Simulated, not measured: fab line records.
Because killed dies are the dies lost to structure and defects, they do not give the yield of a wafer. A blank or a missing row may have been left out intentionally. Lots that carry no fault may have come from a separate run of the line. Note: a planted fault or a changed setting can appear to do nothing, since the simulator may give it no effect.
Matching of chambers | flow nand harc | 3 sister chambers for NHARC_A_M1_DEP_33 on pecvd-04
The step deposits SiCN, target thk 30 nm. 22 wafers are shown with their chamber, then 11 later ones without.

WAFERS, EACH WITH ITS CHAMBER
wafer  | chamber | heater power w (W) | heater power outer w (W)
L075.1 | 2       | 698                | 374
L075.2 | 0       | 543                | 314
L075.4 | 2       | 696                | 370
L074.1 | 0       | 507                | 273
L074.4 | 1       | 626                | 391
L074.6 | 2       | 754                | 413
L077.3 | 0       | 560                | 317
L077.5 | 0       | 564                | 320
L077.6 | 2       | 711                | 380
L081.2 | 1       | 621                | 383
L081.3 | 0       | 561                | 332
L081.5 | 1       | 617                | 393
L082.1 | 1       | 580                | 363
L082.4 | 0       | 555                | 311
L082.5 | 1       | 591                | 344
L085.4 | 2       | 666                | 357
L085.5 | 0       | 481                | 256
L085.6 | 1       | 619                | 396
L086.2 | 1       | 550                | 333
L086.4 | 1       | 554                | 324
L086.6 | 0       | 587                | 339
L087.1 | 1       | 493                | 305

SIGNATURES (means of the wafers above)
reading              | chamber 0 | chamber 1 | chamber 2 | scatter within a chamber
heater power w       | 544.75    | 583.44    | 705.00    | 38.5
heater power outer w | 307.75    | 359.11    | 378.80    | 29.6
Rule: a wafer's distance from a chamber is the root of the sum, over the readings, of the square of ((its reading less the chamber's mean) divided by the reading's scatter). The wafer belongs to the nearest chamber; if the next one is less than 2 further off, it can't be placed. The scatter is the square root of a quotient: the sum, over the shown wafers, of each reading's squared deviation from its chamber's mean, divided by wafers minus chambers.

WAFERS WITHOUT THEIR CHAMBER
wafer  | heater power w (W) | heater power outer w (W)
L087.2 | 725                | 414
L087.4 | 513                | 310
L093.2 | 593                | 387
L093.3 | 580                | 334
L093.5 | 611                | 379
L096.3 | 748                | 415
L096.5 | 500                | 283
L096.6 | 651                | 393
L097.1 | 777                | 431
L097.2 | 568                | 356
L097.4 | 581                | 351

CHAMBER TAKEN BY EACH
wafer  | from the rows above          | in truth
L087.2 | 2                            | 2
L087.4 | can't be placed: 0 or 1      | 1
L093.2 | can't be placed: 1 or 2 or 0 | 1
L093.3 | can't be placed: 1 or 0      | 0
L093.5 | can't be placed: 1 or 2 or 0 | 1
L096.3 | 2                            | 2
L096.5 | can't be placed: 0 or 1      | 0
L096.6 | can't be placed: 2 or 1      | 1
L097.1 | 2                            | 2
L097.2 | can't be placed: 1 or 0      | 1
L097.4 | can't be placed: 1 or 0      | 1
Correct placement for 3 of the 11. Not placeable from these rows: 8 (in 8, the candidates include the true chamber). Wrongly placed: 0.
